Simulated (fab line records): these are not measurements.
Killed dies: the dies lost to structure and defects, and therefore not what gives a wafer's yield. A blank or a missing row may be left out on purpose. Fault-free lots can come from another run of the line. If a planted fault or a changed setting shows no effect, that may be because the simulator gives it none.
fab line records ; flow n5_finfet
record: lots: 6; wafers: 18; last_day: 17
route steps=1938 shown HKMG_FIN@390 BEOL_M4@1111
lots untouched by any fault: they come from a run of this same line in which no faults occurred
start_h: hours from the record's first day to the start of the lot's first wafer shown ; wait_h: how many hours have passed since the lot's step before this one ; " repeats the value in the row above ; L1.1+2: one row covering several wafers at once ; - either no value or no given start ; * or withheld: withheld ; < > ~ a bound
route shown NAME@n: a module of which the file shows steps, and the number in the route of the first ; usual: mean/standard deviation of fault-free wafers ; same: alike in all rows ; chamber/n: place in a boat ; sites: the reading at each site ; _std_site: standard deviation of those values ; _edge_site: the outer-site mean with the inner-site mean subtracted ; radius_mm: how far each site lies from the wafer's centre ; mask NAME#n: copy n ; behind: the most recent tool/chamber to have shaped the wafer ; hold: what put the lot on hold/how long, in hours/how the hold closed ; device: transistor that didn't switch, given as n, p or np ; end of line: the same wafers' tests at the end of the route ; a step given without rows: its recipe and nothing more ; killed: at the first sort, the dies lost to defects and structure; wafer yield is something else ; map: a wafer's dies, marking killed ones x, the rest . and places with no die _
set.NAME: the setting the step ran with; set.NAME@STEP: the setting that earlier step ran with ; model.NAME: the simulator's own value behind a step, which no gauge read
lots at selected steps of the route; one table per step, one row per wafer
services: from which hour (start_h, from the record's first day; less than 0 if before it) a tool's chamber was out of use, for how many hours, and why
== steps ==
step: N5_HKMG_FIN_COAT_41
recipe: resist: SOC; temp_c: 250; time_s: 60; spin_rpm: 1500; resist_thk_nm: 300
step: N5_HKMG_FIN_COAT_42
recipe: resist: SiARC; temp_c: 220; time_s: 60; spin_rpm: 1500; resist_thk_nm: 35
step: N5_HKMG_FIN_COAT_43
recipe: resist: CAR-ArF; spin_rpm: 1500; resist_thk_nm: 90
step: N5_HKMG_FIN_EBR_45
recipe: solvent: PGMEA; ebr_width_mm: 1.5
step: N5_HKMG_FIN_SOFTBAKE_44
recipe: temp_c: 110; time_s: 60; resist: CAR-ArF
step: N5_HKMG_FIN_EXPOSE_46
recipe: mask_id: NDIPOLE; na: 1.35; source_shape: conventional; sigma_outer: 0.8; polarization: unpolarized; dose_mj: 40
step: N5_HKMG_FIN_PEB_47
recipe: peb_temp_c: withheld; peb_time_s: 60; resist: CAR-ArF
step: N5_HKMG_FIN_DEVELOP_48
recipe: develop_time_s: 30; developer: TMAH; resist: CAR-ArF; rinse_liquid: diw; dry: air_spin; dev_temp_c: 23
step: N5_HKMG_FIN_CD_MEAS_49
recipe: target_cd_nm: 202; landing_energy_ev: 500; detector: se_inlens; polarity: opening
usual: cd_nm: 202.2/0.65
lot.wafer;tool;chamber;start_h;wait_h;cd_nm
L751.2;cd_sem-02;0;100.34;-;201.8
L751.3;cd_sem-02;0;100.34;-;202.0
L751.4;cd_sem-02;0;100.34;-;201.8
L757.3;cd_sem-02;0;128.94;-;202.4
L757.4;cd_sem-02;0;128.94;-;203.2
L757.6;cd_sem-02;0;128.94;-;202.5
L758.2;cd_sem-02;0;134.89;-;202.2
L758.3;cd_sem-02;0;134.89;-;202.0
L758.6;cd_sem-02;0;134.89;-;202.2
L763.2;cd_sem-02;0;163.84;-;201.5
L763.3;cd_sem-02;0;163.84;-;202.5
L763.5;cd_sem-02;0;163.84;-;201.9
L766.2;cd_sem-02;0;181.74;-;202.2
L766.3;cd_sem-02;0;181.74;-;202.3
L766.6;cd_sem-02;0;181.74;-;202.3
L767.2;cd_sem-01;0;190.33;-;202.3
L767.3;cd_sem-01;0;190.33;-;201.8
L767.5;cd_sem-01;0;190.33;-;201.7
step: N5_HKMG_FIN_OVL_MEAS_50
recipe: points_per_wafer: 44
usual: NDIPOLE_OVL: 0.2/0.7
lot.wafer;tool;chamber;start_h;wait_h;NDIPOLE_OVL[nm]
L751.2;overlay-01;0;100.37;0.0;-0.9
L751.3;overlay-01;0;100.37;0.0;0.0
L751.4;overlay-01;0;100.37;0.0;0.1
L757.3;overlay-02;0;128.97;0.0;0.2
L757.4;overlay-02;0;128.97;0.0;0.9
L757.6;overlay-02;0;128.97;0.0;1.3
L758.2;overlay-01;0;134.92;0.0;1.1
L758.3;overlay-01;0;134.92;0.0;0.4
L758.6;overlay-01;0;134.92;0.0;-0.2
L763.2;overlay-02;0;163.87;0.0;0.3
L763.3;overlay-02;0;163.87;0.0;0.8
L763.5;overlay-02;0;163.87;0.0;1.0
L766.2;overlay-01;0;181.77;0.0;0.1
L766.3;overlay-01;0;181.77;0.0;0.0
L766.6;overlay-01;0;181.77;0.0;0.3
L767.2;overlay-01;0;190.36;0.0;-0.1
L767.3;overlay-01;0;190.36;0.0;0.2
L767.5;overlay-01;0;190.36;0.0;0.7
step: N5_HKMG_FIN_INSPECT_61
recipe: mode: adi; inspect_instrument: macro
usual: raw_defect_count: 2.0/1.4
lot.wafer;tool;chamber;start_h;wait_h;raw_defect_count
L751.2;defect_inspect-01;-;100.39;0.0;1
L751.3;defect_inspect-01;-;100.39;0.0;1
L751.4;defect_inspect-01;-;100.39;0.0;5
L757.3;defect_inspect-02;-;128.99;0.0;0
L757.4;defect_inspect-02;-;128.99;0.0;2
L757.6;defect_inspect-02;-;128.99;0.0;1
L758.2;defect_inspect-02;-;134.95;0.0;3
L758.3;defect_inspect-02;-;134.95;0.0;1
L758.6;defect_inspect-02;-;134.95;0.0;0
L763.2;defect_inspect-02;-;163.89;0.0;1
L763.3;defect_inspect-02;-;163.89;0.0;1
L763.5;defect_inspect-02;-;163.89;0.0;1
L766.2;defect_inspect-01;-;181.80;0.0;0
L766.3;defect_inspect-01;-;181.80;0.0;4
L766.6;defect_inspect-01;-;181.80;0.0;1
L767.2;defect_inspect-02;-;190.39;0.0;2
L767.3;defect_inspect-02;-;190.39;0.0;7
L767.5;defect_inspect-02;-;190.39;0.0;3
step: N5_HKMG_FIN_DESCUM_53
recipe: chemistry: O2; time_s: 7.9; source_power_w: 50; bias_power_w: 20; pressure_mtorr: 20; rf_frequency_hz: 2.712e+07; temp_c: 40; resist: CAR-ArF; o2_flow_sccm: 225
usual: chamber_pressure_mTorr: 20.001/0.018; drypump_motor_current_A: 5.8/0.47; oes_product_au: 0.80/0.072; rf_vpp_V: 243.4/1.4; showerhead_plenum_p_Torr: 2.11/0.077; throttle_valve_pct: 20.51/0.26
lot.wafer;tool;chamber;start_h;wait_h;chamber_pressure_mTorr;drypump_motor_current_A;oes_product_au;rf_hours_counter_h;rf_vpp_V;showerhead_plenum_p_Torr;throttle_valve_pct
L751.2;rie_diel-03;2;100.43;0.0;19.994;5.6;0.83;78;244.9;2.21;20.56
L751.3;rie_diel-03;3;100.43;0.0;19.967;5.1;0.72;192;240.4;1.99;20.56
L751.4;rie_diel-03;0;100.43;0.0;19.979;6.0;0.73;194;245.6;2.17;20.74
L757.3;rie_diel-03;2;129.23;0.2;20.004;5.7;0.83;88;245.2;2.21;20.57
L757.4;rie_diel-03;0;129.23;0.2;19.977;6.0;0.73;204;244.3;2.17;20.75
L757.6;rie_diel-03;0;129.23;0.2;20.010;6.0;0.73;-;245.0;2.17;20.77
L758.2;rie_diel-03;0;134.98;0.0;20.014;6.0;0.73;206;243.6;2.17;20.76
L758.3;rie_diel-03;1;134.98;0.0;19.984;5.8;0.93;18;247.0;2.23;20.10
L758.6;rie_diel-03;2;134.98;0.0;20.012;5.7;0.83;-;245.0;2.21;20.56
L763.2;rie_diel-06;3;163.92;0.0;20.023;5.4;0.85;80;242.8;2.12;20.23
L763.3;rie_diel-06;2;163.92;0.0;20.001;6.9;0.75;170;242.1;2.08;20.85
L763.5;rie_diel-06;1;163.92;0.0;20.011;5.8;0.83;-;242.1;2.03;20.66
L766.2;rie_diel-06;1;181.84;0.0;19.982;5.8;0.82;82;240.3;2.02;20.68
L766.3;rie_diel-06;2;181.84;0.0;19.963;6.8;0.74;177;242.6;2.08;20.87
L766.6;rie_diel-06;3;181.84;0.0;19.989;5.5;0.84;-;242.0;2.12;20.27
L767.2;rie_diel-06;3;190.42;0.0;19.998;5.4;0.83;89;243.1;2.11;20.27
L767.3;rie_diel-06;2;190.42;0.0;19.978;6.8;0.74;180;242.8;2.08;20.88
L767.5;rie_diel-06;2;190.42;0.0;20.006;6.8;0.74;-;243.3;2.08;20.87
step: N5_HKMG_FIN_ETCH_54
recipe: chemistry: CF4; target: SiARC; target_depth_a: 455; mask_material: CAR-ArF; time_s: 75.8; ion_energy_ev: 80; pressure_mtorr: 40; source_w: 545; bias_w: 36; Ar_flow_sccm: 100; cf4_flow_sccm: 100; ends: cleared
usual: bias_w: 35.99/0.1; chamber_pressure_mTorr: 40.01/0.033; drypump_motor_current_A: 5.8/0.47; etch_rf_on_time_s: 75.8/1.1; oes_product_au: 0.69/0.062; rf_vpp_V: 184.3/1.2; showerhead_plenum_p_Torr: 2.16/0.071; throttle_valve_pct: 15.68/0.27
lot.wafer;tool;chamber;start_h;wait_h;bias_w;chamber_pressure_mTorr;drypump_motor_current_A;etch_rf_on_time_s;oes_product_au;rf_hours_counter_h;rf_vpp_V;showerhead_plenum_p_Torr;throttle_valve_pct
L751.2;rie_diel-03;2;100.46;0.0;36.03;40.04;5.7;75.4;0.72;78;186.2;2.25;15.66
L751.3;rie_diel-03;3;100.46;0.0;36.04;39.97;5.1;77.9;0.61;192;182.7;2.04;15.79
L751.4;rie_diel-03;0;100.46;0.0;36.12;39.95;6.0;75.9;0.63;194;184.4;2.22;15.89
L757.3;rie_diel-03;2;129.27;0.0;35.90;39.98;5.6;75.8;0.70;89;184.5;2.25;15.69
L757.4;rie_diel-03;0;129.27;0.0;28.55;40.03;6.0;81.5;0.59;204;160.9;2.21;15.93
L757.6;rie_diel-03;0;129.27;0.0;28.43;39.98;6.0;81.6;0.60;-;157.8;2.21;15.94
L758.2;rie_diel-03;0;135.01;0.0;28.67;40.05;6.0;82.4;0.59;206;158.7;2.21;15.95
L758.3;rie_diel-03;1;135.01;0.0;35.90;40.01;5.8;77.0;0.78;18;185.9;2.28;15.26
L758.6;rie_diel-03;2;135.01;0.0;35.91;40.01;5.6;75.6;0.70;-;185.1;2.25;15.69
L763.2;rie_diel-06;3;163.96;0.0;35.90;40.02;5.4;74.5;0.72;80;184.3;2.17;15.41
L763.3;rie_diel-06;2;163.96;0.0;35.99;39.94;6.8;76.7;0.64;170;185.1;2.14;16.07
L763.5;rie_diel-06;1;163.96;0.0;35.86;40.01;5.8;74.5;0.72;-;182.3;2.08;15.80
L766.2;rie_diel-06;1;181.88;0.0;35.78;40.02;5.8;74.6;0.70;82;182.6;2.08;15.83
L766.3;rie_diel-06;2;181.88;0.0;35.99;40.00;6.8;75.7;0.64;177;184.0;2.14;16.10
L766.6;rie_diel-06;3;181.88;0.0;35.89;40.09;5.4;74.0;0.72;-;186.5;2.16;15.42
L767.2;rie_diel-06;3;190.46;0.0;35.82;40.07;5.4;74.6;0.72;89;183.9;2.16;15.42
L767.3;rie_diel-06;2;190.46;0.0;35.97;40.01;6.8;76.1;0.64;180;183.1;2.14;16.10
L767.5;rie_diel-06;2;190.46;0.0;35.96;40.04;6.8;76.9;0.64;-;183.7;2.14;16.11
step: N5_HKMG_FIN_ETCH_55
recipe: chemistry: N2/H2; target: SOC; target_depth_a: 2400; temp_c: 40; time_s: 300; ion_energy_ev: 200; mask_material: SiARC; pressure_mtorr: 30; source_w: 840; bias_w: 150; n2_flow_sccm: 200; h2_flow_sccm: 200
usual: bias_w: 149.9/0.46; chamber_pressure_mTorr: 29.998/0.026; drypump_motor_current_A: 5.8/0.47; oes_product_au: 0.80/0.073; rf_vpp_V: 524.5/2.5; showerhead_plenum_p_Torr: 2.56/0.089; throttle_valve_pct: 17.89/0.28
lot.wafer;tool;chamber;start_h;wait_h;bias_w;chamber_pressure_mTorr;drypump_motor_current_A;oes_product_au;rf_hours_counter_h;rf_vpp_V;showerhead_plenum_p_Torr;throttle_valve_pct
L751.2;rie_diel-03;2;100.52;0.0;150.0;30.057;5.7;0.83;78;528.2;2.68;17.83
L751.3;rie_diel-03;3;100.52;0.0;150.1;29.986;5.1;0.72;193;520.4;2.42;17.95
L751.4;rie_diel-03;0;100.52;0.0;150.7;29.981;6.0;0.73;194;526.3;2.63;18.16
L757.3;rie_diel-03;2;129.32;0.0;149.7;29.981;5.7;0.82;89;527.6;2.68;17.85
L757.4;rie_diel-03;0;129.32;0.0;149.9;29.992;6.0;0.73;204;527.3;2.62;18.17
L757.6;rie_diel-03;0;129.32;0.0;150.2;29.996;6.0;0.73;-;526.1;2.62;18.18
L758.2;rie_diel-03;0;135.07;0.0;150.4;29.975;6.0;0.72;206;526.5;2.62;18.18
L758.3;rie_diel-03;1;135.07;0.0;150.6;29.998;5.8;0.92;18;528.4;2.70;17.40
L758.6;rie_diel-03;2;135.07;0.0;150.4;30.016;5.7;0.81;-;526.0;2.67;17.86
L763.2;rie_diel-06;3;164.01;0.0;150.2;30.056;5.4;0.86;80;524.9;2.57;17.66
L763.3;rie_diel-06;2;164.01;0.0;150.2;30.026;6.9;0.75;170;524.0;2.52;18.11
L763.5;rie_diel-06;1;164.01;0.0;149.7;30.019;5.8;0.85;-;521.8;2.46;18.11
L766.2;rie_diel-06;1;181.93;0.0;150.3;29.997;5.8;0.83;82;522.6;2.46;18.14
L766.3;rie_diel-06;2;181.93;0.0;150.5;30.015;6.8;0.75;177;522.8;2.52;18.12
L766.6;rie_diel-06;3;181.93;0.0;149.6;30.025;5.4;0.85;-;525.0;2.57;17.67
L767.2;rie_diel-06;3;190.51;0.0;150.1;30.021;5.4;0.85;89;523.9;2.57;17.66
L767.3;rie_diel-06;2;190.51;0.0;149.4;29.990;6.9;0.75;180;523.5;2.52;18.14
L767.5;rie_diel-06;2;190.51;0.0;149.7;29.992;6.8;0.75;-;522.8;2.52;18.15
step: N5_BEOL_M4_RC_MEAS_101
usual: DIBL_N: 36.3/1.2; DIBL_P: 36.3/1.4; IOFF_N: 0.157/0.02; IOFF_P: 0.22/0.033; ION_N: 675/9.6; ION_P: 465/8.2; SS_N: 71.4/0.45; SS_P: 73.3/0.54; VT_N: 249.8/2.5; VT_P: -249/3.2
lot.wafer;tool;chamber;start_h;wait_h;DIBL_N[mV/V];DIBL_P[mV/V];IOFF_N[nA/um];IOFF_P[nA/um];ION_N[uA/um];ION_P[uA/um];SS_N[mV/dec];SS_P[mV/dec];VT_N[mV];VT_P[mV]
L751.2;prober-01;0;215.79;0.2;37.1;35.8;0.157;0.22;678;467;72.0;73.1;252.2;-249
L751.3;prober-01;0;215.79;0.2;37.9;36.4;0.161;0.22;665;458;71.9;73.6;247.9;-249
L751.4;prober-01;0;215.79;0.2;36.8;35.4;0.151;0.20;668;456;71.0;72.8;250.5;-250
L757.3;prober-01;0;232.58;0.7;33.2;34.0;0.131;0.19;665;463;71.2;72.3;252.8;-248
L757.4;prober-01;0;232.58;0.7;33.6;34.4;0.138;0.19;651;457;71.0;72.2;248.5;-247
L757.6;prober-01;0;232.58;0.7;32.5;34.1;0.128;0.19;668;461;71.4;73.1;250.6;-247
L758.2;prober-02;0;251.37;0.2;38.1;36.5;0.183;0.24;686;469;71.5;73.5;248.7;-246
L758.3;prober-02;0;251.37;0.2;35.5;33.5;0.134;0.19;676;458;70.9;72.8;252.8;-252
L758.6;prober-02;0;251.37;0.2;35.0;33.1;0.132;0.19;673;465;70.6;72.4;249.1;-251
L763.2;prober-02;0;284.87;0.2;37.7;37.9;0.167;0.23;678;469;71.5;73.8;249.0;-248
L763.3;prober-02;0;284.87;0.2;36.9;37.5;0.150;0.23;673;471;71.6;73.1;251.8;-247
L763.5;prober-02;0;284.87;0.2;37.3;37.6;0.155;0.22;679;464;71.1;73.7;252.0;-249
L766.2;prober-01;0;299.91;0.2;35.5;34.6;0.132;0.16;658;449;70.8;73.6;253.1;-259
L766.3;prober-01;0;299.91;0.2;36.5;35.0;0.150;0.17;660;447;71.7;73.3;251.5;-254
L766.6;prober-01;0;299.91;0.2;35.5;34.3;0.132;0.16;661;449;71.6;74.4;254.8;-259
L767.2;prober-02;0;300.73;0.3;35.4;37.1;0.135;0.20;657;460;70.9;73.3;252.2;-251
L767.3;prober-02;0;300.73;0.3;35.1;36.5;0.133;0.19;666;462;70.9;72.7;251.8;-251
L767.5;prober-02;0;300.73;0.3;35.0;36.3;0.129;0.20;663;465;71.1;72.6;252.5;-251
== services ==
tool;chamber;start_h;hours;kind
rie_diel-06;-;174.50;0.2;repair
== key ==
first_sign: step: N5_HKMG_FIN_ETCH_54; reading: bias_w; direction: down; sigmas: 73; usual: *; struck: *
effect: step: N5_HKMG_FIN_ETCH_54; reading: rf_vpp_V; direction: down; sigmas: 21; usual: 184.3; struck: 159.1
met_at N5_HKMG_FIN_ETCH_54
struck_wafers L757.4,L757.6,L758.2
onset_between 100.46 129.27
fault: kind: process_parameter_drift; tool: rie_diel-03; chamber: 0; onset_h: 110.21; steps: N5_HKMG_FIN_ETCH_54; channel: bias_w; offset: *; shape: step; acts_in: *; stated: *
